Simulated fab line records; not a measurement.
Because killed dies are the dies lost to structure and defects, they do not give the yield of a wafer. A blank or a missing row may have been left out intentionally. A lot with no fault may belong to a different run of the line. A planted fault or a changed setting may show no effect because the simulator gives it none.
Matching of chambers :: flow n5-finfet :: 3 sister chambers for N5_BEOL_M8_DEP_56 on pecvd-03
The step deposits SiCN from 3MS/NH3, target thk 10 nm, time 17.5 s. 6 wafers are shown with their chamber, then 7 later ones without.

EACH WAFER AND ITS CHAMBER
wafer: L088.5
chamber: 2
throttle-valve-pct (%): 8.1
showerhead-plenum-p-Torr (Torr): 3.649

wafer: L089.2
chamber: 1
throttle-valve-pct (%): 9.1
showerhead-plenum-p-Torr (Torr): 3.666

wafer: L089.4
chamber: 0
throttle-valve-pct (%): 9.2
showerhead-plenum-p-Torr (Torr): 3.677

wafer: L089.6
chamber: 2
throttle-valve-pct (%): 8.1
showerhead-plenum-p-Torr (Torr): 3.645

wafer: L087.2
chamber: 0
throttle-valve-pct (%): 8.7
showerhead-plenum-p-Torr (Torr): 3.671

wafer: L087.3
chamber: 1
throttle-valve-pct (%): 9.6
showerhead-plenum-p-Torr (Torr): 3.673

WAFERS WHOSE CHAMBER IS MISSING
wafer: L087.5
throttle-valve-pct (%): 8.9
showerhead-plenum-p-Torr (Torr): 3.662

wafer: L092.1
throttle-valve-pct (%): 9.1
showerhead-plenum-p-Torr (Torr): 3.667

wafer: L092.4
throttle-valve-pct (%): 8.2
showerhead-plenum-p-Torr (Torr): 3.653

wafer: L092.6
throttle-valve-pct (%): 9.6
showerhead-plenum-p-Torr (Torr): 3.664

wafer: L096.2
throttle-valve-pct (%): 9.6
showerhead-plenum-p-Torr (Torr): 3.674

wafer: L096.3
throttle-valve-pct (%): 8.9
showerhead-plenum-p-Torr (Torr): 3.667

wafer: L096.4
throttle-valve-pct (%): 9.7
showerhead-plenum-p-Torr (Torr): 3.674

WHICH CHAMBER EACH WENT THROUGH
wafer: L087.5
from the rows above: can't be placed: 1 or 0
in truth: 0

wafer: L092.1
from the rows above: can't be placed: 1 or 0
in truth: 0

wafer: L092.4
from the rows above: 2
in truth: 2

wafer: L092.6
from the rows above: can't be placed: 1 or 0
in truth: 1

wafer: L096.2
from the rows above: can't be placed: 1 or 0
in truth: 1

wafer: L096.3
from the rows above: can't be placed: 1 or 0
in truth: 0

wafer: L096.4
from the rows above: can't be placed: 1 or 0
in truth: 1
Correctly placed: 1 of 7. Cannot be placed on the basis of these rows: 6; the candidates contain the true chamber in 6. Placed wrongly: 0.
How it was worked out, from the rows above alone: a wafer's distance from a chamber is the root of the sum, over the readings, of the square of ((its reading less the chamber's mean) divided by the reading's scatter). If the next closest chamber is less than 2 further off than the closest, the wafer can't be placed; otherwise it belongs to the closest. The mean given for a chamber averages the wafers shown for that chamber. The scatter: take each reading less its chamber's mean, square it, sum over the shown wafers, divide by the number of wafers less the number of chambers, and take the root.
